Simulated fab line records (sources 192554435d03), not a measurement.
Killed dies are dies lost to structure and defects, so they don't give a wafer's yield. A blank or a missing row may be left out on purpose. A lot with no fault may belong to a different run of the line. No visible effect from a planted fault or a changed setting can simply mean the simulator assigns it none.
fab line records | flow n5Finfet | part 2 of 2: steps 22 to 27 of 27
[record] lots = 5 | wafers = 15 | lastDay = 18
route steps=1938 shown BEOL_M2@859
lots with no fault: from the same line, run without faults
startH: start of the lot's first displayed wafer, in hours after the record's first day | waitH: how many hours have passed since the lot's step before this one | " identical to the entry in the row above | L1.1+2: one row covering several wafers at once | - value missing, or start not given | * or withheld: withheld | < > ~ a bound
route shown NAME@n: NAME is a module with steps in the file, n the number in the route of the first one | usual: average and standard deviation across the fault-free wafers | same: alike in all rows | chamber/n: place in a boat | sites: readings site by site | _std_site: the standard deviation of these | _edge_site: outer sites' mean less inner sites' | radiusMm: how far each site lies from the wafer's centre | mask NAME#n: copy n | behind: the tool/chamber that last shaped the wafer | hold: why the lot was held/for how many hours/how that ended | device: names the non-switching transistor (n, p or np) | end of line: the tests these same wafers got at the end of their route | a step without rows: its recipe alone | killed: the dies lost at the first sort to structure and to defects; this is not the yield of the wafer | map: dies across one wafer; x = killed, . = not, _ = none there
set.NAME: the setting the step ran with; set.NAME@STEP: the setting that earlier step ran with | model.NAME: the simulator's own value behind a step, which no gauge read
a table for each step, a row for each wafer; lots at some steps of the route
services: the hour from which a tool's chamber was out of use, counted from the record's first day as startH (under 0 if before that day), plus the number of hours and why
[[steps]]
[step N5_BEOL_M2_ETCH_77]
[recipe] chemistry = N2/H2 | target = underlayer | targetDepthA = 65 | maskMaterial = CAR-EUV | timeS = 5.2 | ionEnergyEv = 200 | pressureMtorr = 30 | sourceW = 840 | biasW = 150 | n2FlowSccm = 200 | h2FlowSccm = 200 | ends = cleared
[usual] drypumpMotorCurrentA = 6.1/0.35 | etchRfOnTimeS = 5.22/0.077 | oesProductAu = 0.68/0.076 | rfVppV = 523.4/2.2 | showerheadPlenumPTorr = 2.52/0.065 | throttleValvePct = 17.91/0.27
lot.wafer | tool       | chamber | startH | waitH | drypumpMotorCurrentA | etchRfOnTimeS | oesProductAu | rfHoursCounterH | rfVppV | showerheadPlenumPTorr | throttleValvePct
L081.1    | rieDiel-03 | 1       | 175.80 | 0.0   | 6.5                  | 5.25          | 0.80         | 9               | 522.9  | 2.50                  | 17.99
L081.2    | "          | 2       | "      | "     | 5.5                  | 5.40          | 0.58         | 226             | 523.7  | 2.62                  | 18.42
L081.5    | "          | 1       | "      | "     | 6.5                  | 5.25          | 0.79         | -               | 522.7  | 2.50                  | 17.98
L085.1    | rieDiel-05 | 2       | 207.02 | 0.0   | 6.3                  | 5.12          | 0.68         | 93              | 519.9  | 2.46                  | 17.67
L085.5    | "          | 2       | "      | "     | 6.4                  | 5.27          | 0.67         | -               | 523.3  | 2.46                  | 17.66
L085.6    | "          | 1       | "      | "     | 6.2                  | 5.19          | 0.79         | -               | 523.3  | 2.50                  | 17.79
L089.4    | rieDiel-03 | 0       | 219.21 | 0.0   | 5.8                  | 5.23          | 0.69         | 81              | 524.3  | 2.57                  | 18.13
L089.5    | "          | 3       | "      | "     | 6.3                  | 5.25          | 0.66         | -               | 524.1  | 2.56                  | 17.75
L089.6    | "          | 2       | "      | "     | 5.5                  | 5.39          | 0.58         | -               | 523.5  | 2.61                  | 18.45
L097.1    | rieDiel-05 | 3       | 273.89 | 0.0   | 6.2                  | 5.28          | 0.59         | 242             | 524.6  | 2.61                  | 18.37
L097.4    | "          | 2       | "      | "     | 6.3                  | 5.12          | 0.66         | 116             | 522.3  | 2.45                  | 17.71
L097.6    | "          | 3       | "      | "     | 6.2                  | 5.23          | 0.59         | -               | 527.4  | 2.61                  | 18.37
L096.2    | rieDiel-03 | 1       | 277.96 | 0.0   | 6.5                  | 5.14          | 0.74         | 49              | 521.1  | 2.49                  | 18.03
L096.4    | "          | 0       | "      | "     | 5.7                  | 5.14          | 0.68         | 106             | 524.6  | 2.56                  | 18.17
L096.6    | "          | 0       | "      | "     | 5.8                  | 5.14          | 0.69         | -               | 524.2  | 2.56                  | 18.18
[step N5_BEOL_M2_ETCH_69]
[recipe] chemistry = CF4 | target = SiARC | targetDepthA = 156 | maskMaterial = CAR-EUV | timeS = 26 | ionEnergyEv = 80 | pressureMtorr = 40 | sourceW = 545 | biasW = 36 | Ar_flow_sccm = 100 | cf4FlowSccm = 100 | ends = cleared
[usual] drypumpMotorCurrentA = 6.1/0.35 | etchRfOnTimeS = 26.0/0.39 | oesProductAu = 0.68/0.076 | rfVppV = 183.8/1.1 | showerheadPlenumPTorr = 2.13/0.052 | throttleValvePct = 15.64/0.28
lot.wafer | tool       | chamber | startH | waitH | drypumpMotorCurrentA | etchRfOnTimeS | oesProductAu | rfHoursCounterH | rfVppV | showerheadPlenumPTorr | throttleValvePct
L081.1    | rieDiel-03 | 1       | 175.81 | 0.0   | 6.5                  | 26.3          | 0.79         | 9               | 182.3  | 2.10                  | 15.68
L081.2    | "          | 2       | "      | "     | 5.5                  | 26.9          | 0.58         | 226             | 184.6  | 2.20                  | 16.19
L081.5    | "          | 1       | "      | "     | 6.5                  | 26.4          | 0.79         | -               | 184.2  | 2.10                  | 15.66
L085.1    | rieDiel-05 | 2       | 207.03 | 0.0   | 6.3                  | 25.4          | 0.69         | 93              | 181.4  | 2.08                  | 15.42
L085.5    | "          | 2       | "      | "     | 6.3                  | 25.4          | 0.69         | -               | 185.0  | 2.08                  | 15.40
L085.6    | "          | 1       | "      | "     | 6.2                  | 25.9          | 0.80         | -               | 184.0  | 2.10                  | 15.51
L089.4    | rieDiel-03 | 0       | 219.23 | 0.0   | 5.8                  | 25.8          | 0.72         | 81              | 184.3  | 2.17                  | 15.81
L089.5    | "          | 3       | "      | "     | 6.3                  | 25.8          | 0.68         | -               | 184.1  | 2.15                  | 15.50
L089.6    | "          | 2       | "      | "     | 5.5                  | 26.6          | 0.58         | -               | 186.3  | 2.20                  | 16.20
L097.1    | rieDiel-05 | 3       | 273.90 | 0.0   | 6.2                  | 26.3          | 0.59         | 242             | 183.8  | 2.20                  | 16.08
L097.4    | "          | 2       | "      | "     | 6.3                  | 25.4          | 0.67         | 116             | 182.7  | 2.08                  | 15.44
L097.6    | "          | 3       | "      | "     | 6.2                  | 26.0          | 0.60         | -               | 184.3  | 2.20                  | 16.08
L096.2    | rieDiel-03 | 1       | 277.98 | 0.0   | 6.5                  | 26.2          | 0.73         | 49              | 182.0  | 2.09                  | 15.75
L096.4    | "          | 0       | "      | "     | 5.8                  | 25.8          | 0.69         | 106             | 185.6  | 2.16                  | 15.87
L096.6    | "          | 0       | "      | "     | 5.7                  | 25.9          | 0.69         | -               | 184.8  | 2.16                  | 15.86
[step N5_BEOL_M2_ALD_98]
[recipe] material = SiO2 | targetThkA = 25 | tempC = 100 | aldPrecursorFamily = BDEAS | aldCoReactant = O2-plasma | pulseTimeS = 1 | coReactantPulseTimeS = 1 | purgeTimeS = 2 | coReactantPurgeTimeS = 2 | aldCycles = 17 | pressureTorr = 2
[usual] heaterPowerW = 81/7.8 | precursorPulseHeightRel = 1.002/0.021
[same] coReactantPulseTimeS = 1
lot.wafer | tool      | chamber | startH | waitH | heaterPowerW | precursorPulseHeightRel
L081.1    | aldSin-03 | 0       | 176.02 | 0.2   | 77           | 0.988
L081.2    | "         | 3       | "      | "     | 82           | 0.998
L081.5    | "         | 3       | "      | "     | 85           | 1.015
L085.1    | aldSin-03 | 0       | 207.11 | 0.1   | 78           | 0.982
L085.5    | "         | 0       | "      | "     | 77           | 0.991
L085.6    | "         | 1       | "      | "     | 96           | 1.016
L089.4    | aldSin-04 | 2       | 219.68 | 0.4   | 79           | 1.020
L089.5    | "         | 3       | "      | "     | 63           | 1.025
L089.6    | "         | 2       | "      | "     | 80           | 1.014
L097.1    | aldSin-03 | 3       | 273.99 | 0.1   | 82           | 0.982
L097.4    | "         | 3       | "      | "     | 84           | 1.012
L097.6    | "         | 2       | "      | "     | 78           | 0.976
L096.2    | aldSin-03 | 0       | 278.84 | 0.8   | 77           | 0.984
L096.4    | "         | 3       | "      | "     | 84           | 1.020
L096.6    | "         | 0       | "      | "     | 75           | 0.970
[step N5_BEOL_M2_ETCHBACK_99]
[recipe] chemistry = CHF3 | target = SiO2 | targetDepthA = 50 | timeS = 10.4 | sourceW = 215 | biasW = 47 | Ar_flow_sccm = 200 | CHF3_flow_sccm = 12 | ionEnergyEv = 100 | pressureMtorr = 30
[usual] drypumpMotorCurrentA = 6.1/0.36 | oesProductAu = 0.81/0.092 | rfVppV = 242/3.1 | showerheadPlenumPTorr = 2.15/0.058 | throttleValvePct = 17.11/0.27
lot.wafer | tool       | chamber | startH | waitH | drypumpMotorCurrentA | oesProductAu | rfHoursCounterH | rfVppV | showerheadPlenumPTorr | throttleValvePct
L081.1    | rieDiel-05 | 2       | 182.10 | 6.0   | 6.3                  | 0.80         | 80              | 236    | 2.09                  | 16.82
L081.2    | "          | 3       | "      | "     | 6.2                  | 0.70         | 212             | 245    | 2.22                  | 17.46
L081.5    | "          | 3       | "      | "     | 6.2                  | 0.71         | -               | 245    | 2.22                  | 17.47
L085.1    | rieDiel-04 | 2       | 208.68 | 1.5   | 5.4                  | 0.92         | 15              | 235    | 2.11                  | 16.69
L085.5    | "          | 1       | "      | "     | 6.0                  | 0.69         | -               | 239    | 2.13                  | 17.10
L085.6    | "          | 0       | "      | "     | 5.4                  | 0.98         | -               | 244    | 2.21                  | 16.73
L089.4    | rieDiel-04 | 2       | 228.13 | 8.4   | 5.4                  | 0.92         | 21              | 236    | 2.11                  | 16.72
L089.5    | "          | 0       | "      | "     | 5.4                  | 0.95         | -               | 243    | 2.20                  | 16.76
L089.6    | "          | 1       | "      | "     | 6.0                  | 0.69         | -               | 239    | 2.13                  | 17.10
L097.1    | rieDiel-03 | 0       | 276.02 | 2.0   | 5.7                  | 0.82         | 106             | 237    | 2.16                  | 17.28
L097.4    | "          | 2       | "      | "     | 5.5                  | 0.99         | 3               | 246    | 2.20                  | 17.24
L097.6    | "          | 0       | "      | "     | 5.7                  | 0.82         | -               | 239    | 2.16                  | 17.29
L096.2    | rieDiel-05 | 2       | 279.29 | 0.4   | 6.3                  | 0.77         | 118             | 237    | 2.08                  | 16.87
L096.4    | "          | 1       | "      | "     | 6.2                  | 0.87         | 28              | 244    | 2.11                  | 17.08
L096.6    | "          | 1       | "      | "     | 6.2                  | 0.87         | -               | 242    | 2.11                  | 17.08
[step N5_BEOL_M2_ETCH_70]
[recipe] chemistry = N2/H2 | target = SOC | targetDepthA = 800 | overetchA = 240 | maskMaterial = SiARC | tempC = 40 | timeS = 130 | ionEnergyEv = 200 | pressureMtorr = 30 | sourceW = 840 | biasW = 150 | n2FlowSccm = 200 | h2FlowSccm = 200
[usual] drypumpMotorCurrentA = 6.1/0.36 | oesProductAu = 0.59/0.065 | rfVppV = 523.8/2.1 | showerheadPlenumPTorr = 2.55/0.07 | throttleValvePct = 17.88/0.28
lot.wafer | tool       | chamber | startH | waitH | drypumpMotorCurrentA | oesProductAu | rfHoursCounterH | rfVppV | showerheadPlenumPTorr | throttleValvePct
L081.1    | rieDiel-05 | 2       | 182.13 | 0.0   | 6.3                  | 0.60         | 80              | 521.0  | 2.47                  | 17.58
L081.2    | "          | 3       | "      | "     | 6.2                  | 0.53         | 212             | 526.0  | 2.62                  | 18.28
L081.5    | "          | 3       | "      | "     | 6.3                  | 0.52         | -               | 526.2  | 2.62                  | 18.26
L085.1    | rieDiel-04 | 2       | 208.72 | 0.0   | 5.3                  | 0.68         | 15              | 524.4  | 2.48                  | 17.36
L085.5    | "          | 1       | "      | "     | 6.0                  | 0.50         | -               | 523.6  | 2.53                  | 17.91
L085.6    | "          | 0       | "      | "     | 5.4                  | 0.71         | -               | 525.2  | 2.61                  | 17.52
L089.4    | rieDiel-04 | 2       | 228.16 | 0.0   | 5.4                  | 0.67         | 21              | 523.1  | 2.48                  | 17.36
L089.5    | "          | 0       | "      | "     | 5.4                  | 0.70         | -               | 527.6  | 2.61                  | 17.55
L089.6    | "          | 1       | "      | "     | 6.0                  | 0.51         | -               | 523.8  | 2.53                  | 17.90
L097.1    | rieDiel-03 | 0       | 276.06 | 0.0   | 5.7                  | 0.59         | 106             | 524.9  | 2.56                  | 18.10
L097.4    | "          | 2       | "      | "     | 5.5                  | 0.71         | 3               | 525.4  | 2.60                  | 18.03
L097.6    | "          | 0       | "      | "     | 5.7                  | 0.59         | -               | 524.0  | 2.56                  | 18.10
L096.2    | rieDiel-05 | 2       | 279.32 | 0.0   | 6.3                  | 0.56         | 118             | 521.0  | 2.45                  | 17.63
L096.4    | "          | 1       | "      | "     | 6.2                  | 0.63         | 28              | 521.6  | 2.49                  | 17.80
L096.6    | "          | 1       | "      | "     | 6.2                  | 0.64         | -               | 523.4  | 2.49                  | 17.81
[step N5_BEOL_M2_STRIP_71]
[recipe] chemistry = N2/H2 | tempC = 40 | n2FlowSccm = 200 | h2FlowSccm = 200 | rfFrequencyHz = 6e+07
lot.wafer  | tool       | chamber | startH | waitH
L081.1+2+5 | rieDiel-05 | 2,3,3   | 182.22 | 0.0
L085.1+5+6 | rieDiel-04 | 2,1,0   | 208.80 | 0.0
L089.4+5+6 | rieDiel-04 | 2,0,1   | 228.25 | 0.0
L097.1+4+6 | rieDiel-03 | 0,2,0   | 276.14 | 0.0
L096.2+4+6 | rieDiel-05 | 2,1,1   | 279.41 | 0.0
[[services]]
tool          | chamber | startH | hours | kind
rieDiel-04    | 0       | 154.52 | 2.4   | repair
rieDiel-04    | 0       | 161.59 | 5.3   | repair
euvScanner-02 | -       | 162.24 | 1.0   | pm
rieDiel-03    | 1       | 165.50 | 5.0   | repair
aldSin-04     | 1       | 167.78 | 6.5   | repair
rieMetal-02   | 1       | 187.87 | 1.7   | repair
rieDiel-05    | 3       | 202.56 | 13.1  | repair
euvScanner-01 | -       | 209.69 | 0.2   | repair
euvScanner-01 | -       | 210.00 | 1.0   | pm
euvScanner-02 | -       | 211.03 | 4.6   | pm
euvScanner-01 | -       | 215.63 | 4.6   | pm
rieMetal-03   | 0       | 215.64 | 3.2   | repair
aldSin-03     | 2       | 216.08 | 16.4  | repair
euvScanner-02 | -       | 220.23 | 1.0   | pm
rieMetal-02   | 0       | 223.35 | 4.1   | repair
rieMetal-03   | 0       | 224.56 | 9.9   | repair
aldSin-04     | -       | 240.59 | 0.5   | repair
euvScanner-02 | -       | 242.27 | 17.3  | pm
rieMetal-02   | 0       | 258.04 | 13.5  | repair
aldSin-03     | 1       | 258.35 | 31.1  | repair
euvScanner-01 | -       | 262.12 | 1.0   | pm
rieMetal-02   | 1       | 266.37 | 16.0  | repair
rieMetal-03   | -       | 271.82 | 0.6   | repair
euvScanner-02 | -       | 274.54 | 1.0   | pm
